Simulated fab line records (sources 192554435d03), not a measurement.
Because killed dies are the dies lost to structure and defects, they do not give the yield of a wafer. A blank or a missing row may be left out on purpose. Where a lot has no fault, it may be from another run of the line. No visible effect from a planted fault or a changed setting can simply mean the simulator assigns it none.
Split-lot experiment + flow n5_finfet + on a route of 1938 steps: 7 lots, 21 wafers read

THE SPLIT ITSELF
At N5_BEOL_M12_SPUTTER_43 (material TaN, target thk 15 nm, time 24.19 s), the setting power_w was moved away from the recipe's 15000 W on 8 of the 21 wafers read, by -14.4% to +15.4%. The other wafers ran this setting at the recipe's value.

FROM THE SPLIT TO THE READING: what the file shows between them, 4 steps
- N5_BEOL_M12_SPUTTER_44: material Ta, target thk 10 nm, time 16.13 s
- N5_BEOL_M12_SPUTTER_45: material Cu, target thk 80 nm, time 13.33 s
- N5_BEOL_M12_ECD_47: material Cu, target thk 720 nm
- N5_BEOL_M12_ANNEAL_48: time 90 s

THE READING
barrier_field_endpoint_s, in s, at N5_BEOL_M12_CMP_49 (polishes, stops on SiOC, t overpolish 20.6 s, target thk 320 nm). A value of 30.5 s with a standard deviation of 0.91 s is what fault-free wafers of this fab line usually give.

| wafer  | tool, chamber at the split | power_w as run, W | against the recipe | barrier_field_endpoint_s, s | against lot-mates on the recipe |
|--------|----------------------------|-------------------|--------------------|-----------------------------|---------------------------------|
| L083.4 | pvd_sputter-01, -          | 15000             | recipe             | 29.2                        | -                               |
| L083.3 | pvd_sputter-01, -          | 15000             | recipe             | 30.0                        | -                               |
| L083.1 | pvd_sputter-01, -          | 15000             | recipe             | 30.2                        | -                               |
| L085.3 | pvd_sputter-03, -          | 15000             | recipe             | 30.4                        | -                               |
| L085.2 | pvd_sputter-03, -          | 13110             | -12.6%             | 27.0                        | -3.4                            |
| L085.6 | pvd_sputter-03, -          | 13110             | -12.6%             | 27.9                        | -2.5                            |
| L089.4 | pvd_sputter-03, -          | 15000             | recipe             | 28.4                        | -                               |
| L089.5 | pvd_sputter-03, -          | 15000             | recipe             | 28.9                        | -                               |
| L089.6 | pvd_sputter-03, -          | 15000             | recipe             | 30.8                        | -                               |
| L092.2 | pvd_sputter-03, -          | 15000             | recipe             | 29.9                        | -                               |
| L092.1 | pvd_sputter-03, -          | 15000             | recipe             | 30.2                        | -                               |
| L092.5 | pvd_sputter-03, -          | 15000             | recipe             | 30.9                        | -                               |
| L094.1 | pvd_sputter-02, -          | 15000             | recipe             | 30.4                        | -                               |
| L094.4 | pvd_sputter-02, -          | 17310             | +15.4%             | 33.6                        | +3.5                            |
| L094.5 | pvd_sputter-02, -          | 15000             | recipe             | 29.8                        | -                               |
| L090.2 | pvd_sputter-03, -          | 12960             | -13.6%             | 26.5                        | no lot-mate on the recipe       |
| L090.1 | pvd_sputter-03, -          | 12960             | -13.6%             | 27.2                        | no lot-mate on the recipe       |
| L090.5 | pvd_sputter-03, -          | 12960             | -13.6%             | 27.6                        | no lot-mate on the recipe       |
| L095.4 | pvd_sputter-02, -          | 12840             | -14.4%             | 28.2                        | -3.2                            |
| L095.2 | pvd_sputter-02, -          | 12840             | -14.4%             | 28.1                        | -3.3                            |
| L095.6 | pvd_sputter-02, -          | 15000             | recipe             | 31.4                        | -                               |

FIT RESULTS
A straight line over all 21 wafers: barrier_field_endpoint_s changes by +0.197 s for each +1% of power_w; r = +0.90; the points scatter about the line by 0.78 s.
The same after taking each lot's own level away (the mean of its wafers on the recipe; 18 wafers): +0.229 s for each +1%; r = +0.95; scatter 0.55 s.
According to that fit, moving power_w by its largest amount changes the reading by 3.5 s.
Across the lots, their own levels run from 29.37 to 31.40 s, a range of 2.2 times the standard deviation given above.
Thus the slope moves with the lot-to-lot level: the two fits are different.
Check: for one of the wafers moved furthest among these (+15.4%), held out of the fit, the line's prediction against its lot-mates is +3.53 s. It came out at +3.5 s against them.

OTHER SPLITS ON THESE WAFERS
Before the reading, these wafers also passed through other splits. Each is held against what the fit with the lots' levels taken away leaves over:
| other split on the same wafers | wafers away from the commonest value | r with barrier_field_endpoint_s (lot level and that fit taken away) |
|--------------------------------|--------------------------------------|---------------------------------------------------------------------|
| N5_BEOL_M8_PEB_09 peb_time_s   | 8                                    | -0.01                                                               |
| N5_BEOL_M9_ILD_DEP_00 time_s   | 5                                    | +0.07                                                               |
| N5_BEOL_M9_COAT_05 spin_rpm    | 5                                    | -0.03                                                               |
| N5_BEOL_M9_DESCUM_16 time_s    | 7                                    | -0.34                                                               |
| N5_BEOL_M10_ETCH_66 time_s     | 6                                    | -0.01                                                               |

THE WHOLE CHAIN: every reading that the file lists as answering this split, in the file's order
| step                   | what it does                                                    | reading                                                                            | change (the file's fit)               | r (the file's) |
|------------------------|-----------------------------------------------------------------|------------------------------------------------------------------------------------|---------------------------------------|----------------|
| N5_BEOL_M12_SPUTTER_43 | material TaN, target thk 15 nm, time 24.19 s                    | TaN_of_BEOL_M12_SPUTTER_43.thk_nm (the simulator's own value, which no gauge read) | +0.154 nm for each +1% of the setting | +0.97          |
| N5_BEOL_M12_CMP_49     | polishes, stops on SiOC, t overpolish 20.6 s, target thk 320 nm | barrier_field_endpoint_s                                                           | +0.227 s for each +1% of the setting  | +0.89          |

FILE'S OWN FIT
barrier_field_endpoint_s changes by +0.227 s for each +1% of power_w, r = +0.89.
